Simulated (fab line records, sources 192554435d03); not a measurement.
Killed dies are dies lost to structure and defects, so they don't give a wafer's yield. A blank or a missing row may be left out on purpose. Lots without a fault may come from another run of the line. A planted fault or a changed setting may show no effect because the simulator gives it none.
Which tool did it? | flow n5_finfet | 7 lots, 19 wafers sampled, at 6 steps of a route of 1938

WHAT THE GAUGES READ, wafer by wafer
N5_BEOL_M0_SAQP_CD_MEAS_25: target cd 13.1 nm.
lot  | measured     | on        | cd_nm (nm)
L336 | day 6 09:10  | cd_sem-02 | 13.11 12.29 12.87
L338 | day 6 21:08  | cd_sem-03 | 12.63 13.00 12.61
L340 | day 7 09:25  | cd_sem-01 | 13.12 12.91 12.57
L346 | day 8 19:08  | cd_sem-02 | 12.77 12.53 13.06
L348 | day 9 07:50  | cd_sem-01 | 12.62 13.19
L353 | day 10 11:10 | cd_sem-02 | - - -
L355 | day 11 03:51 | cd_sem-02 | 12.71 12.59

WHICH TOOL RAN EACH LOT (tool, then ch and the chambers of the sampled wafers, then the start)
lot  | N5_BEOL_M0_SAQP_PECVD_97       | N5_BEOL_M0_SAQP_ETCH_83            | N5_BEOL_M0_SAQP_MANDREL_ETCH_20  | N5_BEOL_M0_SAQP_SPACER1_ALD_98    | N5_BEOL_M0_SAQP_SPACER1_ETCHBACK_99
L336 | pecvd-01 ch 0,2, day 6 06:27   | rie_diel-03 ch 0,3, day 6 07:38    | rie_si-04 ch 0,1,2, day 6 07:53  | ald_sin-02 ch 1,2,3, day 6 08:30  | rie_diel-03 ch 1,3, day 6 08:58
L338 | pecvd-01 ch 0,1, day 6 18:52   | rie_diel-06 ch 0,2,3, day 6 19:28  | rie_si-01 ch 0,1,2, day 6 19:43  | ald_sin-04 ch 0,1,3, day 6 20:28  | rie_diel-02 ch 0,2,3, day 6 20:56
L340 | pecvd-03 ch 0,1,2, day 7 07:15 | rie_diel-06 ch 0,1,2, day 7 07:52  | rie_si-04 ch 2,3, day 7 08:07    | ald_sin-04 ch 0,3, day 7 08:43    | rie_diel-06 ch 0,2,3, day 7 09:13
L346 | pecvd-01 ch 0,1,2, day 8 16:47 | rie_diel-06 ch 0,1,3, day 8 17:31  | rie_si-06 ch 0,2,3, day 8 17:46  | ald_sin-02 ch 0,2,3, day 8 18:28  | rie_diel-03 ch 0,1,3, day 8 18:56
L348 | pecvd-01 ch 1,2, day 9 05:29   | rie_diel-06 ch 0, day 9 06:17      | rie_si-04 ch 0,2, day 9 06:31    | ald_sin-02 ch 0,1, day 9 07:08    | rie_diel-02 ch 2,3, day 9 07:38
L353 | pecvd-01 ch 1,2, day 10 08:54  | rie_diel-03 ch 1,2,3, day 10 09:38 | rie_si-01 ch 0,1,3, day 10 09:53 | ald_sin-02 ch 0,1,2, day 10 10:29 | rie_diel-02 ch 0,1,3, day 10 10:58
L355 | pecvd-03 ch 0,2, day 11 01:36  | rie_diel-02 ch 0,1, day 11 02:21   | rie_si-06 ch 2,3, day 11 02:36   | ald_sin-01 ch 1,2, day 11 03:24   | rie_diel-06 ch 1,2, day 11 03:41
- N5_BEOL_M0_SAQP_PECVD_97: deposits SiNx from SiH4/NH3/N2, target thk 23 nm, time 19.9 s.
- N5_BEOL_M0_SAQP_ETCH_83: etches SiARC in CF4, target depth 39 nm, time 65 s.
- N5_BEOL_M0_SAQP_MANDREL_ETCH_20: etches a-Si in HBr/Cl2, stops on SiNx, target depth 60 nm, bt time 10 s, time 30 s.
- N5_BEOL_M0_SAQP_SPACER1_ALD_98: deposits SiO2, target thk 12.8 nm, pulse time 1 s, purge time 2 s.
- N5_BEOL_M0_SAQP_SPACER1_ETCHBACK_99: etches SiO2 in CHF3/O2, target depth 15.4 nm, time 7.7 s.

THE ANSWER, worked out from the rows above alone
Rule: what is usual is taken from the lots themselves. Put in order of their means at a reading, lots are off if they are a third of the lots or fewer, leave a main group of 4 or more, and stand apart from it by a gap of 3 or more times the standard deviation of the main group's means; of several such gaps the widest counts. A main group whose means are all the same, to the digits that the tables above print for the reading, isn't used. A lot without any number at a reading at which 4 lots or more have one is off too. The other lots that the step has rows for count as sound.
Off: L353, at N5_BEOL_M0_SAQP_CD_MEAS_25 (cd_nm). Without a number there: L353. The main group: mean 12.79 nm, standard deviation 0.083.
A tool fits if, at a process step before that reading, it ran every lot that is off, and no sound lot after the first of them. The gauges at N5_BEOL_M0_SAQP_CD_MEAS_25 are tried like those tools. Can't be told from this: 5 tools fit, pecvd-01 at N5_BEOL_M0_SAQP_PECVD_97, rie_diel-03 at N5_BEOL_M0_SAQP_ETCH_83, rie_si-01 at N5_BEOL_M0_SAQP_MANDREL_ETCH_20, ald_sin-02 at N5_BEOL_M0_SAQP_SPACER1_ALD_98, rie_diel-02 at N5_BEOL_M0_SAQP_SPACER1_ETCHBACK_99.

WHAT THE SIMULATOR HAD PUT IN
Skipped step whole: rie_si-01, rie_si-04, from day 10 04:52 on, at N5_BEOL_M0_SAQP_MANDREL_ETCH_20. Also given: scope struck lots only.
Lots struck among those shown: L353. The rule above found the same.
